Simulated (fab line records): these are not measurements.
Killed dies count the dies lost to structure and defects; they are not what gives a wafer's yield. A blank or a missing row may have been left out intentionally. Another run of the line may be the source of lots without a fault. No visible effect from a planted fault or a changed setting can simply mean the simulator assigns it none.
Struck lot and sound lot, side by side -- flow nand_harc -- 12 out of 1302 route steps
Sound: the wafers L724.2, L724.3, L724.5. The struck wafers were L733.3, L733.4, L733.5. Last of all comes the cause.
Each step with rows lists, per side, the tool, then ch with its chambers, then its first start. Under that, the readings that differ: sound wafers -- struck wafers -- difference of the means -- sigmas: that difference in standard deviations of wafers without a fault.
alike: words and numbers the same on both sides, and readings whose means are apart by under 2 such deviations; not compared: readings that were withheld, readings missing a value for some wafer, numbers with overlapping values and no deviation given by the record, and bounds like >300 which may hide the same value.
The two part at a step that has a row with sigmas, a row that says differs or no value, or rows on one side only. Numbers that don't overlap but have no deviation are shown without sigmas and don't part them. A reading missing from all wafers of one side parts the sides only when that side holds two or more wafers.

NHARC_A_STAIRCASE_DEP_322: deposits SiO2, target thk 7200 nm.
  sound on pecvd-02 ch 0,1,2, day 20 21:32; struck on pecvd-01 ch 1,2, day 25 03:09
  alike: heater_power_w, rf_fwd_power_W
then, 1 step without rows for these wafers: NHARC_A_STAIRCASE_ANNEAL_323 (time 1800 s).
NHARC_A_STAIRCASE_DEP_325: deposits SiO2, target thk 7200 nm.
  sound on pecvd-03 ch 0,1,2, day 21 07:54; struck on pecvd-02 ch 0,2, day 25 13:22
  alike: heater_power_w, rf_fwd_power_W
then, 6 steps without rows for these wafers: NHARC_A_STAIRCASE_ANNEAL_326 (time 1800 s); NHARC_A_STAIRCASE_DEHYDRATE_433 (time 120 s); NHARC_A_STAIRCASE_HMDS_434 (time 30 s); NHARC_A_STAIRCASE_COAT_435; NHARC_A_STAIRCASE_SOFTBAKE_436 (time 170 s); NHARC_A_STAIRCASE_EBR_437.
NHARC_A_STAIRCASE_EXPOSE_438: exposes mask STAIR REV.
  sound on krf_scanner-04 ch 0, day 21 19:49; struck on krf_scanner-01 ch 0, day 25 23:16
reading,sound,struck,difference,sigmas
exposure_dose_mJ_cm2,29.02 29.02 28.94,19.93 19.97 19.95,-9.04,-99 or more
  alike: mask
then, 1 step without rows for these wafers: NHARC_A_STAIRCASE_PEB_439 (peb time 130 s).
NHARC_END_SORT_01:
  the record has rows for the sound wafers here (prober-02 ch 0, day 27 13:38) and none for the struck ones

## WHERE THEY PART
At NHARC_A_STAIRCASE_EXPOSE_438 first; at NHARC_END_SORT_01 last (within this record only).

WHY: what had been put in by the simulator
Process parameters drifting: krf_scanner-01 at NHARC_A_STAIRCASE_EXPOSE_438, beginning at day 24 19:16. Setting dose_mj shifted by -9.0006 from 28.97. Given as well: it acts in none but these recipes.
